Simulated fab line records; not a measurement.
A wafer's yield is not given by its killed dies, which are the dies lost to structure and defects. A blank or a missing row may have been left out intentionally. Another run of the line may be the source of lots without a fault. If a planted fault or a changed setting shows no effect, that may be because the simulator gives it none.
2 desks looking at one fault + flow nandHarc + every desk sees just its own numbers, and what lay behind them comes last

## AT THE TOOL OWNER'S DESK: pecvdOnon-02
The tool's own readings at NHARC_A_ONON_D1_DEP_22 (target thk 1000 nm): means of the sampled wafers that have a number, for each lot that ran on this tool. If a lot's mean is further than 4 standard deviations from the usual mean, the lot is out of limits and carries the mark OUT (the distance appears in the brackets).
Columns: A = nh3FlowSccm at NHARC_A_ONON_D1_DEP_22, usual 500.0 sccm; B = susceptorTempC at NHARC_A_ONON_D1_DEP_22, usual 400.04 C
| lot  | first seen here | A     | B      |
|------|-----------------|-------|--------|
| L362 | day 9 00:31     | 498.5 | 399.93 |
| L367 | day 10 01:25    | 499.7 | 400.03 |
| L374 | day 11 18:43    | 498.4 | 400.22 |
| L377 | day 12 09:08    | 499.9 | 399.88 |
This desk's finding: nothing out of limits on any of the 4 lots.

## METROLOGY DESK
Lot by lot, what the gauges showed, no matter which tool ran the lot: averages of those sampled wafers that carry a number. If a lot's mean is further than 4 standard deviations from the usual mean, the lot is out of limits and carries the mark OUT (the distance appears in the brackets).
Columns: A = thkNm at NHARC_A_ONON_D1_THK_MEAS_24, usual 1001 nm; B = overlayXNm at NHARC_A_CHANNEL_HOLE_D1_OVL_MEAS_11, usual 0.0 nm; C = overlayYNm at NHARC_A_CHANNEL_HOLE_D1_OVL_MEAS_11, usual -0.2 nm
| lot  | first seen here | A              | B    | C    |
|------|-----------------|----------------|------|------|
| L359 | day 8 04:55     | 1004           | 0.8  | -0.6 |
| L360 | day 8 04:56     | 991            | 0.3  | -1.2 |
| L362 | day 9 00:58     | 990            | -0.6 | -0.1 |
| L364 | day 9 00:58     | 1007           | -0.4 | 1.0  |
| L365 | day 9 11:59     | 1006           | 0.7  | -0.7 |
| L367 | day 10 01:52    | 997            | 0.4  | -0.6 |
| L369 | day 11 02:46    | 992            | -1.7 | 0.3  |
| L373 | day 11 19:01    | 999            | -0.0 | 0.1  |
| L374 | day 11 19:11    | 1289 (+39) OUT | -1.2 | -1.1 |
| L377 | day 12 09:35    | 1292 (+39) OUT | -1.0 | -0.2 |
| L381 | day 13 20:32    | 1004           | 1.1  | 0.9  |
| L382 | day 13 20:36    | 989            | 0.9  | 0.4  |
This desk finds L374, L377 out of limits, L374 being first, at day 11 19:11 (thkNm at NHARC_A_ONON_D1_THK_MEAS_24). L359, L360, L362, L364, L365, L367, L369, L373, L381, L382 stayed within limits.

## TAKEN TOGETHER
At day 11 19:11 the metrology desk could have sounded an alarm, on L374, L377.
Nothing out of limits was seen by the tool owner's desk.
On record at the tool owner's desk: L374, L377, within its limits.
NHARC_A_ONON_D1_DEP_22 was run on pecvdOnon-02 by each of the lots named.

## WHAT THE SIMULATOR HAD PUT IN
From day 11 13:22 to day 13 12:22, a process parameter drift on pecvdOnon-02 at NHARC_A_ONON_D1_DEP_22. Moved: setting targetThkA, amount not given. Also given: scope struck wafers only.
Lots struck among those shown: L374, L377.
Hours from the fault's start to each desk's first reading out of limits: the metrology desk, 6.
